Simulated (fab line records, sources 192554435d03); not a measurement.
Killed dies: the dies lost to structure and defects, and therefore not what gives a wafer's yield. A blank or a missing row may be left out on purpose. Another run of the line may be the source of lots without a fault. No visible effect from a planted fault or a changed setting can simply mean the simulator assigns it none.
The tool behind it: which one? || flow n5Finfet || 12 lots, 36 wafers sampled, at 1 step of a route of 1938

== WHAT THE GAUGES SHOWED, per wafer ==
N5_BEOL_M12_INSPECT_12: inspects for defects (macro).
{"lot": "L075", "measured": "day 10 16:56", "on": "defectInspect-01", "rawDefectCount": "4 4 1"}
{"lot": "L077", "measured": "day 11 08:49", "on": "defectInspect-01", "rawDefectCount": "5 1 1"}
{"lot": "L079", "measured": "day 11 23:53", "on": "defectInspect-01", "rawDefectCount": "1 1 4"}
{"lot": "L082", "measured": "day 12 15:41", "on": "defectInspect-02", "rawDefectCount": "2 1 2"}
{"lot": "L083", "measured": "day 12 18:36", "on": "defectInspect-02", "rawDefectCount": "3 2 4"}
{"lot": "L084", "measured": "day 13 11:22", "on": "defectInspect-02", "rawDefectCount": "4 1 2"}
{"lot": "L088", "measured": "day 14 14:01", "on": "defectInspect-01", "rawDefectCount": "4 3 2"}
{"lot": "L089", "measured": "day 14 15:16", "on": "defectInspect-02", "rawDefectCount": "1 0 2"}
{"lot": "L090", "measured": "day 14 21:38", "on": "defectInspect-01", "rawDefectCount": "4 1 0"}
{"lot": "L093", "measured": "day 15 13:55", "on": "defectInspect-02", "rawDefectCount": "4 0 4"}
{"lot": "L096", "measured": "day 16 03:01", "on": "defectInspect-02", "rawDefectCount": "2 0 4"}
{"lot": "L097", "measured": "day 16 14:58", "on": "defectInspect-02", "rawDefectCount": "0 1 0"}

== WHAT TOOL EACH LOT RAN ON (gives the tool, then ch and the chambers of the sampled wafers, and finally the start) ==
Before these readings, the record contains no process step.

== THE ANSWER, worked out from the rows above alone ==
Rule: the usual values come from the lots themselves. Put in order of their means at a reading, lots are off if they are a third of the lots or fewer, leave a main group of 4 or more, and stand apart from it by a gap of 3 or more times the standard deviation of the main group's means; of several such gaps the widest counts. The tables above print the reading to a certain number of digits; a main group whose means all agree to those digits is not used. A lot without any number at a reading at which 4 lots or more have one is off too. Any other lot the step has rows for is counted as sound.
No lot is off at any reading shown: from this, nothing can be told.

== WHAT HAD BEEN PUT IN BY THE SIMULATOR ==
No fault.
